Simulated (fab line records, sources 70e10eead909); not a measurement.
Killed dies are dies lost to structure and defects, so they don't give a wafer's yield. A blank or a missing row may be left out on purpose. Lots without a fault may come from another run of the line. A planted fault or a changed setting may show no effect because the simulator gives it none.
fab line records | flow nand_harc
record lots=24 wafers=72 last_day=34
route steps=1302 shown A_STAIRCASE@710
lots that met no fault: from a run of the same line without faults
start_h: hours from the record's first day to the start of the lot's first wafer shown | wait_h: hours since the lot's step before | " the same as in the row above | L1.1+2: a row that stands for several wafers | - no value, or no start given | * or withheld: withheld | < > ~ a bound
route shown NAME@n: a module of which the file shows steps, and the number in the route of the first | usual: mean/standard deviation of fault-free wafers | same: alike in all rows | chamber/n: place in a boat | sites: the reading at each site | _std_site: their standard deviation | _edge_site: outer sites' mean less inner sites' | radius_mm: how far each site lies from the wafer's centre | mask NAME#n: copy n | behind: the tool/chamber that last shaped the wafer | hold: why the lot was held/for how many hours/how that ended | device: the transistor (n, p or np) that didn't switch | end of line: the same wafers' tests at the end of the route | a step without rows: its recipe alone | killed: dies lost to structure and defects at the first sort, not the wafer's yield | map: a wafer's dies, x killed, . not, _ none there
set.NAME: the setting as run; set.NAME@STEP: as run at that earlier step | model.NAME: the simulator's own value behind a step, which no gauge read
steps of the route over a sample of lots; a table a step, a row a wafer
services: from which hour (start_h, from the record's first day; less than 0 if before it) a tool's chamber was out of use, for how many hours, and why
## steps
# step NHARC_A_STAIRCASE_TRIM_196
# recipe time_s=211.2 o2_flow_sccm=500 ar_flow_sccm=0 bias_w=0 chemistry=O2
# usual drypump_motor_current_A=5.9/0.38 oes_product_au=1.001/0.0098 rf_vpp_V=57.9/0.92 showerhead_plenum_p_Torr=3.57/0.2 throttle_valve_pct=17.035/0.0088
# columns lot.wafer tool chamber start_h wait_h drypump_motor_current_A oes_product_au rf_hours_counter_h rf_vpp_V showerhead_plenum_p_Torr throttle_valve_pct
L075.1 rie_diel-13 0 356.63 0.1 5.6 0.985 3 58.0 3.35 17.029
L075.2 " 2 " " 5.7 1.005 3 58.4 3.77 17.053
L075.6 " 1 " " 6.6 1.017 - 58.0 3.74 17.015
L074.4 rie_diel-05 0 359.01 0.1 5.6 1.003 38 56.6 3.28 17.033
L074.3 " 1 " " 6.2 0.998 40 58.7 3.79 17.051
L074.5 " 0 " " 5.6 1.014 - 58.1 3.28 17.039
L077.3 rie_diel-13 3 381.21 0.1 5.9 1.005 5 57.7 3.31 17.031
L077.1 " 1 " " 6.7 1.013 13 57.6 3.74 17.040
L077.2 " 2 " " 5.7 0.999 13 58.1 3.77 17.034
L076.3 rie_diel-08 0 381.52 0.1 5.9 1.009 1 58.8 3.47 17.038
L076.4 " 1 " " 6.3 1.009 1 57.8 3.78 17.045
L076.5 " 3 " " 5.2 1.011 - 57.5 3.54 17.036
L078.2 rie_diel-05 2 381.54 0.1 5.8 1.021 49 57.4 3.45 17.034
L078.1 " 3 " " 6.0 1.014 34 56.5 3.50 17.032
L078.6 " 2 " " 5.8 1.014 - 57.8 3.45 17.029
L079.2 rie_diel-08 2 410.59 0.1 6.0 1.000 10 57.4 3.80 17.041
L079.3 " 3 " " 5.2 0.997 10 58.0 3.54 17.032
L079.5 " 1 " " 6.3 0.993 - 58.6 3.77 17.038
L081.4 rie_diel-08 0 411.27 0.1 5.9 1.008 10 56.4 3.46 17.052
L081.1 " 2 " " 6.0 1.000 10 58.8 3.80 17.039
L081.2 " 3 " " 5.2 1.007 11 59.0 3.53 17.034
L080.3 rie_diel-13 0 411.52 0.1 5.6 0.994 25 58.0 3.33 17.021
L080.2 " 1 " " 6.7 1.025 25 58.5 3.73 17.032
L080.4 " 3 " " 5.9 1.008 14 56.8 3.31 17.034
L082.1 rie_diel-08 2 435.48 0.1 6.0 1.001 17 57.5 3.80 17.036
L082.3 " 0 " " 5.9 1.002 18 56.2 3.46 17.054
L082.5 " 2 " " 6.0 1.008 - 57.8 3.80 17.041
L083.3 rie_diel-08 0 440.55 0.1 5.9 0.998 19 59.4 3.46 17.043
L083.1 " 1 " " 6.3 1.011 19 57.9 3.77 17.044
L083.6 " 3 " " 5.2 1.000 - 58.4 3.53 17.033
L085.2 rie_diel-08 0 472.53 0.1 5.9 1.002 28 58.8 3.46 17.030
L085.1 " 2 " " 6.0 1.006 28 58.6 3.79 17.039
L085.5 " 0 " " 5.9 0.994 - 57.2 3.46 17.045
L084.2 rie_diel-08 2 475.38 0.1 6.0 1.003 29 59.9 3.79 17.058
L084.1 " 3 " " 5.2 1.009 30 57.1 3.52 17.039
L084.3 " 0 " " 5.9 0.991 29 56.7 3.46 17.028
L086.2 rie_diel-08 1 481.49 0.1 6.3 1.002 30 57.9 3.76 17.017
L086.3 " 3 " " 5.1 1.015 35 58.1 3.52 17.036
L086.5 " 1 " " 6.3 1.001 - 58.9 3.76 17.025
L087.2 rie_diel-05 0 501.66 0.1 5.6 1.001 26 58.3 3.79 17.035
L087.5 " 0 " " 5.6 0.999 - 57.8 3.79 17.034
L087.6 " 1 " " 6.2 0.969 - 57.7 3.76 17.039
L088.2 rie_diel-13 3 501.92 0.1 5.9 1.008 39 57.2 3.29 17.032
L088.3 " 1 " " 6.6 1.013 47 58.3 3.72 17.033
L088.5 " 3 " " 5.9 1.006 - 56.6 3.29 17.043
L090.3 rie_diel-13 0 514.53 0.1 5.6 0.987 55 57.5 3.32 17.042
L090.6 " 2 " " 5.7 1.000 - 58.0 3.75 17.033
L090.5 " 3 " " 5.9 1.005 - 57.9 3.29 17.033
L089.1 rie_diel-08 1 515.46 0.1 6.3 1.003 40 61.0 3.75 17.043
L089.3 " 2 " " 6.0 1.001 41 58.7 3.78 17.029
L089.2 " 0 " " 5.9 0.995 45 58.5 3.45 17.043
L091.4 rie_diel-13 0 529.53 0.1 5.6 0.984 0 59.3 3.32 17.031
L091.1 " 1 " " 6.6 1.008 0 57.4 3.72 17.033
L091.3 " 2 " " 5.7 0.991 0 58.1 3.74 17.040
L092.3 rie_diel-13 1 547.96 0.1 6.6 1.017 5 59.4 3.71 17.018
L092.1 " 2 " " 5.7 0.993 5 58.9 3.74 17.025
L092.4 " 3 " " 5.9 0.992 3 55.4 3.29 17.038
L093.4 rie_diel-13 0 559.97 0.1 5.6 0.988 7 57.8 3.31 17.036
L093.2 " 2 " " 5.7 1.000 10 58.2 3.74 17.019
L093.5 " 0 " " 5.6 0.988 - 57.9 3.31 17.036
L095.1 rie_diel-05 2 572.40 0.1 5.8 0.998 56 57.3 3.41 17.033
L095.3 " 0 " " 5.6 1.000 52 58.3 3.78 17.029
L095.5 " 2 " " 5.8 0.994 - 56.5 3.41 17.034
L094.4 rie_diel-13 2 573.74 0.1 5.7 1.009 16 58.0 3.74 17.040
L094.3 " 3 " " 5.9 1.006 13 57.6 3.28 17.026
L094.1 " 1 " " 6.6 1.021 14 58.8 3.71 17.032
L096.4 rie_diel-13 3 579.75 0.1 5.9 1.000 14 58.6 3.28 17.032
L096.1 " 0 " " 5.6 0.986 13 57.1 3.31 17.033
L096.3 " 1 " " 6.6 1.021 16 57.6 3.71 17.050
L097.3 rie_diel-13 0 594.57 0.1 5.6 0.985 21 56.8 3.31 17.032
L097.4 " 3 " " 5.9 1.008 21 57.0 3.28 17.035
L097.6 " 1 " " 6.6 1.006 - 57.1 3.70 17.038
# step NHARC_A_STAIRCASE_ETCH_199
# recipe target_depth_a=1000 time_s=40.5 ion_energy_ev=400 c4f8_flow_sccm=20 o2_flow_sccm=10 ar_flow_sccm=withheld rf_w=600 bias_w=1000 chemistry=C4F8/O2
# usual oes_product_au=0.947/0.012 rf_vpp_V=897/7.2
# columns lot.wafer tool chamber start_h wait_h oes_product_au rf_hours_counter_h rf_vpp_V
L075.1 rie_diel-13 1 - - 0.959 3 903
L075.2 " 2 " " 0.948 3 905
L075.6 " 2 " " 0.941 - 904
L074.4 rie_diel-05 2 - - 0.950 43 892
L074.3 " 3 " " 0.937 26 895
L074.5 " 0 " " 0.939 - 887
L077.1 rie_diel-13 3 - - 0.962 5 889
L077.2 " 0 " " 0.947 14 889
L077.3 " 1 " " 0.947 13 902
L076.4 rie_diel-08 2 - - 0.941 2 907
L076.3 " 3 " " 0.948 2 895
L076.5 " 2 " " 0.944 - 907
L078.1 rie_diel-05 0 - - 0.972 48 886
L078.2 " 2 " " 0.960 49 893
L078.6 " 0 " " 0.984 - 885
L079.2 rie_diel-08 1 - - 0.947 10 904
L079.3 " 2 " " 0.941 10 907
L079.5 " 1 " " 0.938 - 905
L081.1 rie_diel-08 3 - - 0.928 11 897
L081.4 " 0 " " 0.942 11 895
L081.2 " 2 " " 0.943 10 906
L080.3 rie_diel-13 0 - - 0.950 25 887
L080.4 " 1 " " 0.962 25 903
L080.2 " 2 " " 0.954 22 905
L082.1 rie_diel-08 3 - - 0.941 17 896
L082.3 " 2 " " 0.949 17 906
L082.5 " 0 " " 0.949 - 894
L083.1 rie_diel-08 3 - - 0.939 19 896
L083.3 " 0 " " 0.952 19 893
L083.6 " 3 " " 0.942 - 895
L085.1 rie_diel-08 0 - - 0.956 28 893
L085.2 " 3 " " 0.958 29 896
L085.5 " 1 " " 0.953 - 903
L084.3 rie_diel-08 0 - - 0.934 29 895
L084.1 " 1 " " 0.949 28 904
L084.2 " 2 " " 0.947 29 906
L086.2 rie_diel-08 2 - - 0.959 32 904
L086.3 " 0 " " 0.947 34 895
L086.5 " 3 " " 0.954 - 895
L087.2 rie_diel-05 2 - - 0.943 31 892
L087.5 " 1 " " 0.917 - 904
L087.6 " 2 " " 0.957 - 891
L088.2 rie_diel-13 2 - - 0.937 48 905
L088.3 " 0 " " 0.941 52 889
L088.5 " 3 " " 0.949 - 887
L090.3 rie_diel-13 1 - - 0.963 50 903
L090.6 " 3 " " 0.939 - 888
L090.5 " 0 " " 0.945 - 889
L089.1 rie_diel-08 3 - - 0.949 46 897
L089.2 " 1 " " 0.939 40 905
L089.3 " 2 " " 0.942 41 905
L091.1 rie_diel-13 3 - - 0.968 0 886
L091.4 " 0 " " 0.935 0 888
L091.3 " 1 " " 0.963 0 903
L092.1 rie_diel-13 3 - - 0.947 5 886
L092.3 " 0 " " 0.936 5 887
L092.4 " 1 " " 0.957 9 902
L093.4 rie_diel-13 1 - - 0.963 10 901
L093.2 " 2 " " 0.960 10 903
L093.5 " 0 " " 0.920 - 889
L095.1 rie_diel-05 0 - - 0.941 54 905
L095.3 " 2 " " 0.958 56 890
L095.5 " 0 " " 0.943 - 905
L094.1 rie_diel-13 2 - - 0.941 16 904
L094.4 " 0 " " 0.945 11 889
L094.3 " 1 " " 0.988 15 903
L096.3 rie_diel-13 2 - - 0.945 18 902
L096.4 " 3 " " 0.938 14 887
L096.1 " 0 " " 0.917 13 889
L097.3 rie_diel-13 0 - - 0.932 21 888
L097.4 " 2 " " 0.938 24 903
L097.6 " 3 " " 0.962 - 886
# step NHARC_A_STAIRCASE_DESCUM_291
# recipe time_s=3 o2_flow_sccm=200 ar_flow_sccm=0 bias_power_w=0 chemistry=O2
# usual drypump_motor_current_A=5.9/0.37 oes_product_au=1.002/0.0091 rf_vpp_V=57.9/1 showerhead_plenum_p_Torr=1.94/0.1 throttle_valve_pct=11.311/0.01
# columns lot.wafer tool chamber start_h wait_h drypump_motor_current_A oes_product_au rf_hours_counter_h rf_vpp_V showerhead_plenum_p_Torr throttle_valve_pct
L075.2 rie_diel-05 1 385.49 - 6.1 0.995 48 57.5 2.06 11.307
L075.1 " 2 " " 5.8 1.022 50 57.5 1.87 11.329
L075.6 " 1 " " 6.2 0.988 - 58.2 2.06 11.301
L074.4 rie_diel-13 2 387.20 - 5.7 1.003 14 58.2 2.05 11.323
L074.3 " 1 " " 6.6 1.012 15 57.7 2.03 11.307
L074.5 " 3 " " 5.9 1.001 - 55.5 1.79 11.305
L077.1 rie_diel-08 3 398.94 - 5.2 0.994 7 58.7 1.92 11.327
L077.2 " 0 " " 5.9 1.008 7 57.2 1.88 11.314
L077.3 " 1 " " 6.3 0.998 6 58.0 2.06 11.305
L076.3 rie_diel-08 3 399.42 - 5.2 1.009 7 56.3 1.92 11.306
L076.4 " 0 " " 5.9 1.004 7 56.3 1.88 11.316
L076.5 " 1 " " 6.3 0.991 - 57.4 2.06 11.293
L078.2 rie_diel-05 2 400.69 - 5.8 1.010 57 56.8 1.86 11.313
L078.1 " 3 " " 6.0 1.003 42 57.7 1.89 11.305
L078.6 " 2 " " 5.8 1.015 - 57.7 1.86 11.304
L079.3 rie_diel-05 3 427.39 - 6.0 1.009 6 57.6 1.89 11.321
L079.2 " 2 " " 5.8 1.008 8 58.2 1.86 11.325
L079.5 " 0 " " 5.6 1.020 - 57.1 2.08 11.306
L081.1 rie_diel-08 3 429.27 - 5.2 1.002 16 57.6 1.92 11.301
L081.4 " 0 " " 5.9 1.000 16 57.0 1.87 11.329
L081.2 " 2 " " 6.0 1.000 15 58.8 2.07 11.301
L080.3 rie_diel-05 3 431.71 - 6.0 1.005 8 57.0 1.89 11.327
L080.4 " 0 " " 5.6 1.017 6 59.2 2.07 11.300
L080.2 " 1 " " 6.1 0.986 8 57.9 2.05 11.318
L082.3 rie_diel-13 2 456.73 - 5.7 1.003 36 57.0 2.05 11.319
L082.1 " 0 " " 5.6 0.993 42 57.0 1.80 11.319
L082.5 " 1 " " 6.6 1.020 - 56.8 2.03 11.315
L083.3 rie_diel-08 1 457.44 - 6.3 1.013 23 59.6 2.05 11.308
L083.1 " 2 " " 6.0 0.998 25 58.4 2.07 11.326
L083.6 " 3 " " 5.2 1.002 - 56.9 1.91 11.323
L085.2 rie_diel-08 0 489.90 - 5.9 0.996 35 57.4 1.87 11.312
L085.1 " 2 " " 5.9 1.009 33 58.0 2.07 11.294
L085.5 " 0 " " 5.9 1.008 - 58.3 1.87 11.332
L084.1 rie_diel-13 0 494.68 - 5.6 0.998 50 57.8 1.79 11.300
L084.2 " 1 " " 6.6 1.023 45 58.7 2.02 11.307
L084.3 " 3 " " 5.9 0.999 37 55.8 1.78 11.299
L086.2 rie_diel-13 1 498.42 - 6.6 1.020 46 58.4 2.02 11.315
L086.3 " 2 " " 5.7 1.009 47 59.0 2.04 11.303
L086.5 " 1 " " 6.6 1.001 - 56.9 2.02 11.312
L087.2 rie_diel-08 0 521.06 - 5.9 1.004 46 58.8 1.86 11.303
L087.5 " 3 " " 5.2 1.003 - 59.9 1.91 11.321
L087.6 " 0 " " 5.9 0.994 - 57.0 1.86 11.311
L088.2 rie_diel-05 1 521.74 - 6.2 0.990 33 58.7 2.05 11.304
L088.3 " 0 " " 5.6 1.017 33 58.8 2.06 11.301
L088.5 " 2 " " 5.8 1.000 - 57.3 1.85 11.318
L089.2 rie_diel-13 0 533.64 - 5.6 0.987 1 55.8 1.79 11.316
L089.1 " 1 " " 6.6 1.013 1 58.6 2.02 11.330
L089.3 " 2 " " 5.7 1.007 1 58.2 2.04 11.331
L090.3 rie_diel-08 2 535.18 - 5.9 1.002 46 59.6 2.06 11.315
L090.6 " 3 " " 5.2 1.001 - 59.1 1.90 11.304
L090.5 " 0 " " 5.9 1.002 - 57.9 1.86 11.318
L091.3 rie_diel-13 0 545.55 - 5.6 0.987 3 57.6 1.79 11.320
L091.4 " 1 " " 6.6 1.007 4 59.2 2.02 11.314
L091.1 " 2 " " 5.7 0.994 4 58.4 2.04 11.289
L092.3 rie_diel-05 0 567.80 - 5.6 1.010 51 56.8 2.06 11.311
L092.1 " 1 " " 6.2 0.992 52 59.4 2.04 11.301
L092.4 " 2 " " 5.8 1.012 54 57.9 1.85 11.311
L093.2 rie_diel-05 2 577.84 - 5.8 0.995 58 57.5 1.85 11.299
L093.4 " 0 " " 5.6 1.025 55 58.3 2.06 11.297
L093.5 " 2 " " 5.8 1.009 - 57.3 1.85 11.323
L095.3 rie_diel-08 2 590.28 - 5.9 0.995 12 58.4 2.06 11.321
L095.1 " 3 " " 5.2 1.008 14 58.4 1.90 11.316
L095.5 " 1 " " 6.3 1.014 - 57.6 2.04 11.329
L094.4 rie_diel-08 1 592.42 - 6.3 1.012 17 59.3 2.04 11.304
L094.3 " 2 " " 6.0 1.007 14 57.4 2.06 11.324
L094.1 " 0 " " 5.9 1.011 17 57.2 1.86 11.332
L096.1 rie_diel-08 3 597.74 - 5.2 0.992 18 58.2 1.90 11.316
L096.4 " 0 " " 5.9 1.004 20 57.3 1.86 11.317
L096.3 " 2 " " 6.0 1.003 16 60.7 2.05 11.308
L097.4 rie_diel-13 2 613.67 - 5.6 0.992 31 59.8 2.03 11.323
L097.3 " 1 " " 6.6 1.011 30 58.4 2.01 11.308
L097.6 " 2 " " 5.7 0.997 - 58.7 2.03 11.298
# step NHARC_A_STAIRCASE_DEP_301
# recipe target_thk_a=300 target_thk_nm=30 temp_c=400 pressure_torr=3.5 flow_sccm=200 rf_w=350 material=SiON
# usual chamber_pressure_Torr=3.500/0.008 heater_power_outer_w=471/62 heater_power_w=790/84
# columns lot.wafer tool chamber start_h wait_h chamber_pressure_Torr heater_power_outer_w heater_power_w since_wet_clean_h
L075.2 pecvd-02 2 389.98 1.2 3.496 518 837 150
L075.1 " 0 " " 3.505 544 895 150
L075.6 " 0 " " 3.500 546 892 -
L074.3 pecvd-02 0 394.12 0.9 3.499 450 748 154
L074.4 " 1 " " 3.485 420 729 -
L074.5 " 2 " " 3.510 567 930 -
L077.1 pecvd-03 1 403.17 1.6 3.501 367 659 23
L077.3 " 2 " " 3.513 354 673 23
L077.2 " 0 " " 3.494 535 864 23
L076.3 pecvd-01 1 404.53 1.1 3.500 423 641 -
L076.4 " 0 " " 3.496 529 854 -
L076.5 " 0 " " 3.495 525 862 -
L078.1 pecvd-02 1 404.98 1.6 3.496 468 797 165
L078.2 " 2 " " 3.509 521 835 165
L078.6 " 1 " " 3.487 456 810 -
L079.3 pecvd-03 0 435.31 1.0 3.498 536 880 56
L079.2 " 2 " " 3.499 400 742 56
L079.5 " 0 " " 3.506 545 898 -
L081.1 pecvd-02 0 438.22 1.6 3.500 484 795 17
L081.2 " 1 " " 3.488 413 707 17
L081.4 " 1 " " 3.511 424 727 -
L080.2 pecvd-03 2 439.08 1.3 3.517 409 748 59
L080.3 " 0 " " 3.496 544 902 59
L080.4 " 1 " " 3.487 412 698 -
L082.1 pecvd-01 2 461.03 1.8 3.489 513 893 137
L082.3 " 0 " " 3.511 554 870 137
L082.5 " 0 " " 3.500 553 869 -
L083.3 pecvd-02 1 461.58 1.0 3.492 396 680 41
L083.1 " 2 " " 3.494 495 839 41
L083.6 " 2 " " 3.499 502 836 -
L085.2 pecvd-02 2 494.04 1.3 3.507 476 799 73
L085.1 " 0 " " 3.506 504 818 73
L085.5 " 1 " " 3.506 392 696 -
L084.1 pecvd-03 0 501.50 1.5 3.504 542 900 122
L084.2 " 1 " " 3.489 411 699 122
L084.3 " 2 " " 3.497 444 809 122
L086.2 pecvd-02 1 508.52 1.3 3.493 345 616 88
L086.3 " 0 " " 3.483 571 912 88
L086.5 " 2 " " 3.507 575 907 -
L087.2 pecvd-02 2 525.22 1.3 3.503 526 871 104
L087.6 " 1 " " 3.508 431 728 -
L087.5 " 2 " " 3.478 539 859 -
L088.3 pecvd-02 1 530.14 0.9 3.501 408 701 109
L088.2 " 2 " " 3.492 470 760 109
L088.5 " 2 " " 3.496 487 804 -
L089.3 pecvd-01 2 538.64 0.9 3.490 478 871 34
L089.2 " 0 " " 3.494 538 854 34
L089.1 " 1 " " 3.495 528 776 34
L090.3 pecvd-01 0 540.48 0.9 3.497 505 825 35
L090.6 " 0 " " 3.490 499 841 -
L090.5 " 1 " " 3.504 503 734 -
L091.1 pecvd-02 0 549.70 1.6 3.509 542 865 129
L091.3 " 2 " " 3.524 490 828 129
L091.4 " 0 " " 3.505 532 878 -
L092.1 pecvd-02 0 572.28 1.5 3.495 561 921 151
L092.3 " 2 " " 3.521 506 828 151
L092.4 " 2 " " 3.505 490 838 -
L093.2 pecvd-03 0 582.24 1.2 3.499 534 850 21
L093.5 " 0 " " 3.509 547 854 -
L093.4 " 2 " " 3.498 425 821 -
L095.1 pecvd-03 1 596.36 1.6 3.503 409 701 35
L095.3 " 2 " " 3.509 467 843 35
L095.5 " 2 " " 3.499 478 867 -
L094.3 pecvd-03 0 601.95 0.9 3.500 453 767 41
L094.1 " 1 " " 3.509 406 695 41
L094.4 " 1 " " 3.502 413 704 -
L096.3 pecvd-03 2 603.82 1.0 3.482 497 871 43
L096.1 " 0 " " 3.491 528 856 43
L096.4 " 1 " " 3.512 398 707 -
L097.3 pecvd-02 1 617.98 1.0 3.504 389 687 16
L097.6 " 1 " " 3.504 391 688 -
L097.4 " 2 " " 3.496 441 789 -
# step NHARC_A_STAIRCASE_ALD_420
# recipe target_thk_a=200 pulse_time_s=6 ald_cycles=200 temp_c=300 material=SiO2
# usual heater_power_outer_w=269/18 heater_power_w=470/29 precursor_pulse_height_rel=1.002/0.02
# columns lot.wafer tool chamber start_h wait_h heater_power_outer_w heater_power_w precursor_pulse_height_rel since_wet_clean_h
L075.2 ald_hk-04 0 397.68 - 274 478 1.026 133
L075.1 " 1 " " 271 479 1.009 133
L075.6 " 1 " " 272 491 1.012 -
L074.4 ald_hk-04 0 402.35 - 271 484 0.960 138
L074.3 " 2 " " 272 476 0.974 138
L074.5 " 0 " " 275 483 0.977 -
L076.3 ald_hk-03 0 411.01 - 238 480 1.009 7
L076.4 " 2 " " 248 444 1.013 7
L076.5 " 1 " " 300 492 1.013 -
L077.1 ald_hk-02 2 411.17 - 299 487 0.996 51
L077.2 " 3 " " 245 439 1.031 51
L077.3 " 0 " " 268 508 0.995 51
L078.2 ald_hk-02 2 414.72 - 291 486 0.984 54
L078.1 " 3 " " 241 435 1.011 55
L078.6 " 0 " " 275 509 1.014 -
L081.1 ald_hk-02 3 445.06 - 253 434 0.973 85
L081.4 " 0 " " 263 520 1.033 85
L081.2 " 1 " " 264 424 0.971 85
L079.3 ald_hk-04 2 445.06 - 291 483 0.981 1
L079.2 " 0 " " 252 464 0.990 1
L079.5 " 3 " " 277 499 0.984 -
L080.3 ald_hk-02 1 447.25 - 263 422 1.035 87
L080.2 " 2 " " 293 478 1.015 87
L080.4 " 3 " " 249 431 1.028 87
L082.1 ald_hk-04 0 469.04 - 250 458 1.044 25
L082.3 " 1 " " 277 465 0.965 25
L082.5 " 3 " " 281 487 0.982 -
L083.3 ald_hk-04 0 469.67 - 252 463 0.999 25
L083.1 " 1 " " 274 469 0.987 25
L083.6 " 0 " " 254 470 1.013 -
L085.1 ald_hk-04 1 502.31 - 275 468 1.019 58
L085.2 " 2 " " 294 494 0.987 58
L085.5 " 2 " " 291 509 0.978 -
L084.1 ald_hk-04 3 509.46 - 287 497 0.993 65
L084.3 " 0 " " 255 469 0.959 65
L084.2 " 2 " " 302 495 1.027 66
L086.3 ald_hk-03 1 517.07 - 298 490 1.012 113
L086.2 " 2 " " 236 448 0.971 113
L086.5 " 0 " " 249 478 1.026 -
L087.2 ald_hk-04 3 534.42 - 288 497 0.983 90
L087.5 " 1 " " 277 459 1.010 -
L087.6 " 2 " " 300 505 0.981 -
L088.3 ald_hk-04 2 538.01 - 291 509 0.953 94
L088.2 " 0 " " 254 460 1.034 94
L088.5 " 2 " " 294 495 1.010 -
L089.2 ald_hk-02 0 546.75 - 265 486 1.015 5
L089.3 " 1 " " 261 426 1.006 5
L089.1 " 2 " " 271 484 1.004 5
L090.3 ald_hk-03 1 548.34 0.1 297 506 1.010 144
L090.6 " 1 " " 301 499 1.002 -
L090.5 " 2 " " 246 440 1.008 -
L091.4 ald_hk-03 1 558.06 - 296 496 0.997 154
L091.3 " 2 " " 244 430 1.012 154
L091.1 " 3 " " 252 440 1.022 154
L092.1 ald_hk-02 1 580.37 - 258 427 1.014 39
L092.3 " 2 " " 276 479 0.986 39
L092.4 " 3 " " 249 440 0.991 39
L093.2 ald_hk-03 1 590.28 - 290 476 1.022 6
L093.4 " 0 " " 250 466 1.006 6
L093.5 " 2 " " 245 447 0.991 -
L095.3 ald_hk-02 1 605.07 - 274 423 1.007 63
L095.1 " 2 " " 280 467 1.020 64
L095.5 " 1 " " 266 425 0.973 -
L094.3 ald_hk-02 3 610.45 - 245 433 0.992 69
L094.1 " 0 " " 257 494 0.992 69
L094.4 " 1 " " 264 423 1.017 69
L096.3 ald_hk-02 1 611.41 - 267 438 0.993 70
L096.1 " 2 " " 278 476 0.983 70
L096.4 " 3 " " 249 430 0.985 70
L097.3 ald_hk-04 2 627.63 - 265 457 1.001 5
L097.4 " 3 " " 295 522 1.000 5
L097.6 " 2 " " 263 461 1.029 -
# step NHARC_A_STAIRCASE_DEP_322
# recipe target_thk_a=72000 temp_c=400 target_thk_nm=7200 teos_flow_sccm=200 rf_w=500 material=SiO2
# usual heater_power_outer_w=397/66 heater_power_w=692/94 mfc_precursor_sccm=199.9/0.54
# columns lot.wafer tool chamber start_h wait_h heater_power_outer_w heater_power_w mfc_precursor_sccm since_wet_clean_h
L075.2 pecvd-01 0 415.42 0.1 428 707 199.4 92
L075.1 " 1 " " 371 564 201.2 92
L075.6 " 1 " " 320 527 200.4 -
L076.3 pecvd-03 0 425.32 0.2 472 784 200.3 46
L076.4 " 0 " " 383 678 200.0 -
L076.5 " 1 " " 285 559 199.3 -
L074.3 pecvd-01 2 425.32 0.2 374 719 200.0 101
L074.5 " 1 " " 329 509 200.5 -
L074.4 " 2 " " 345 696 200.1 -
L077.3 pecvd-02 2 425.79 0.6 512 830 200.1 5
L077.2 " 0 " " 542 877 200.1 5
L077.1 " 1 " " 370 653 200.1 5
L078.1 pecvd-02 1 432.65 0.2 393 684 200.4 12
L078.2 " 2 " " 455 734 200.0 12
L078.6 " 0 " " 413 727 200.2 -
L080.3 pecvd-01 0 460.55 0.2 507 833 201.4 137
L080.2 " 1 " " 407 643 200.4 137
L080.4 " 1 " " 335 515 200.5 -
L079.3 pecvd-02 0 460.56 0.2 499 808 199.5 40
L079.2 " 2 " " 537 895 200.6 40
L079.5 " 0 " " 409 695 199.5 -
L081.2 pecvd-03 2 460.77 0.4 321 650 199.9 81
L081.1 " 0 " " 477 798 199.8 81
L081.4 " 1 " " 285 528 199.8 -
L083.3 pecvd-02 0 488.56 0.1 436 708 200.2 68
L083.1 " 1 " " 339 629 199.5 68
L083.6 " 0 " " 403 704 200.2 -
L082.3 pecvd-01 1 488.66 0.2 422 633 200.9 165
L082.1 " 2 " " 469 851 199.5 165
L082.5 " 2 " " 355 686 199.8 -
L085.2 pecvd-02 0 517.66 0.2 455 742 200.3 97
L085.1 " 1 " " 372 672 200.0 97
L085.5 " 1 " " 297 530 200.2 -
L086.3 pecvd-03 2 529.22 0.1 329 669 199.8 150
L086.2 " 1 " " 373 650 199.7 150
L086.5 " 2 " " 313 623 200.4 -
L084.2 pecvd-01 1 529.22 0.1 427 667 200.3 24
L084.1 " 2 " " 390 760 199.9 24
L084.3 " 0 " " 404 694 200.2 25
L087.2 pecvd-01 1 549.31 0.1 439 671 199.8 44
L087.6 " 1 " " 381 565 199.7 -
L087.5 " 0 " " 384 679 200.3 -
L088.2 pecvd-02 2 555.89 0.2 482 794 199.6 135
L088.3 " 0 " " 539 889 199.7 135
L088.5 " 1 " " 292 550 199.5 -
L089.1 pecvd-02 1 563.88 0.1 360 637 200.1 143
L089.3 " 2 " " 492 849 199.9 143
L089.2 " 0 " " 428 738 199.5 143
L090.3 pecvd-03 2 563.97 0.2 416 778 200.5 3
L090.6 " 1 " " 297 564 199.6 -
L090.5 " 2 " " 357 660 200.2 -
L091.1 pecvd-03 0 574.07 0.2 456 764 199.7 13
L091.3 " 1 " " 376 670 199.7 13
L091.4 " 0 " " 379 668 200.4 -
L092.3 pecvd-03 1 597.71 0.1 395 669 199.5 37
L092.1 " 2 " " 468 865 199.9 37
L092.4 " 2 " " 350 686 199.5 -
L093.2 pecvd-03 1 608.09 0.2 403 692 198.9 47
L093.4 " 1 " " 295 551 198.3 -
L093.5 " 2 " " 345 695 198.7 -
L095.1 pecvd-02 0 621.57 0.2 549 885 200.5 20
L095.3 " 1 " " 420 690 199.2 20
L095.5 " 1 " " 307 573 199.9 -
L094.1 pecvd-01 0 631.13 0.1 453 739 199.6 126
L094.3 " 1 " " 421 639 199.9 126
L094.4 " 2 " " 345 693 200.6 -
L096.3 pecvd-03 2 631.22 0.2 411 772 199.4 70
L096.1 " 0 " " 487 775 201.0 70
L096.4 " 0 " " 381 670 200.4 -
L097.3 pecvd-03 2 644.58 0.2 448 801 200.3 84
L097.4 " 0 " " 392 666 200.2 -
L097.6 " 1 " " 296 548 199.6 -
## services
# columns tool chamber start_h hours kind
rie_diel-13 - 342.15 9.0 pm
rie_diel-13 0 342.15 9.0 vent_cycle
rie_diel-13 1 342.15 9.0 vent_cycle
ald_hk-02 - 350.63 10.0 pm
rie_diel-08 1 362.56 14.8 repair
pecvd-03 - 366.75 13.0 pm
rie_diel-13 3 367.62 6.2 repair
rie_diel-08 - 367.80 9.0 pm
pecvd-01 2 395.70 10.7 repair
rie_diel-05 - 407.60 9.0 pm
pecvd-02 - 408.02 13.0 pm
pecvd-01 - 412.40 1.2 repair
pecvd-03 - 421.32 0.7 repair
rie_diel-13 1 446.38 4.5 repair
pecvd-01 - 492.00 13.0 pm
pecvd-02 0 533.29 13.3 repair
pecvd-02 2 533.41 11.7 repair
rie_diel-08 - 544.85 9.0 pm
pecvd-03 - 548.00 13.0 pm
rie_diel-05 - 583.25 28.3 repair
pecvd-02 - 589.02 13.0 pm
ald_hk-04 - 612.71 10.0 pm
rie_diel-05 0 628.17 1.2 repair
rie_diel-08 0 636.49 8.3 repair
## key
fault none
